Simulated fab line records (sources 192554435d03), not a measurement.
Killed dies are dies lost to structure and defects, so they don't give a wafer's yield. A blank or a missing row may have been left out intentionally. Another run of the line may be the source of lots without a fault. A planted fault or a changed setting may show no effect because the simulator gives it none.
Chamber matching :: flow n5Finfet :: N5_HKMG_FIN_CVD_62 on thermalCvdSi-01: 3 sister chambers
The step deposits a-Si from Si2H6, target thk 3 nm, time 20.8 s. 6 wafers are shown with their chamber, then 12 later ones without.

## WAFERS WITH THEIR CHAMBER
wafer: L089.1
chamber: 0
heaterPowerW (W): 1214

wafer: L089.2
chamber: 1
heaterPowerW (W): 1292

wafer: L089.3
chamber: 2
heaterPowerW (W): 1404

wafer: L091.1
chamber: 2
heaterPowerW (W): 1464

wafer: L091.2
chamber: 1
heaterPowerW (W): 1298

wafer: L091.3
chamber: 0
heaterPowerW (W): 1216

## WAFERS WITH NO CHAMBER GIVEN
wafer: L091.4
heaterPowerW (W): 1216

wafer: L091.5
heaterPowerW (W): 1299

wafer: L091.6
heaterPowerW (W): 1423

wafer: L093.1
heaterPowerW (W): 1439

wafer: L093.4
heaterPowerW (W): 1436

wafer: L093.5
heaterPowerW (W): 1190

wafer: L095.4
heaterPowerW (W): 1474

wafer: L095.5
heaterPowerW (W): 1215

wafer: L095.6
heaterPowerW (W): 1301

wafer: L097.3
heaterPowerW (W): 1275

wafer: L097.4
heaterPowerW (W): 1433

wafer: L097.5
heaterPowerW (W): 1297

## CHAMBER TAKEN BY EACH
wafer: L091.4
from the rows above: 0
in truth: 0

wafer: L091.5
from the rows above: 1
in truth: 1

wafer: L091.6
from the rows above: 2
in truth: 2

wafer: L093.1
from the rows above: 2
in truth: 2

wafer: L093.4
from the rows above: 2
in truth: 2

wafer: L093.5
from the rows above: 0
in truth: 0

wafer: L095.4
from the rows above: 2
in truth: 2

wafer: L095.5
from the rows above: 0
in truth: 0

wafer: L095.6
from the rows above: 1
in truth: 1

wafer: L097.3
from the rows above: can't be placed: 1 or 0
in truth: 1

wafer: L097.4
from the rows above: 2
in truth: 2

wafer: L097.5
from the rows above: 1
in truth: 1
11 of 12 placed correctly. Cannot be placed on the basis of these rows: 1; the candidates contain the true chamber in 1. Placed wrongly: 0.
How it was worked out, from the rows above alone: a wafer's distance from a chamber is the root of the sum, over the readings, of the square of ((its reading less the chamber's mean) divided by the reading's scatter). The wafer belongs to the nearest chamber; if the next one is less than 2 further off, it can't be placed. For every chamber, the mean is computed from those of its wafers that are shown. The scatter: the root of (the sum of the squares of (reading less its chamber's mean) over the shown wafers, divided by (wafers less chambers)).
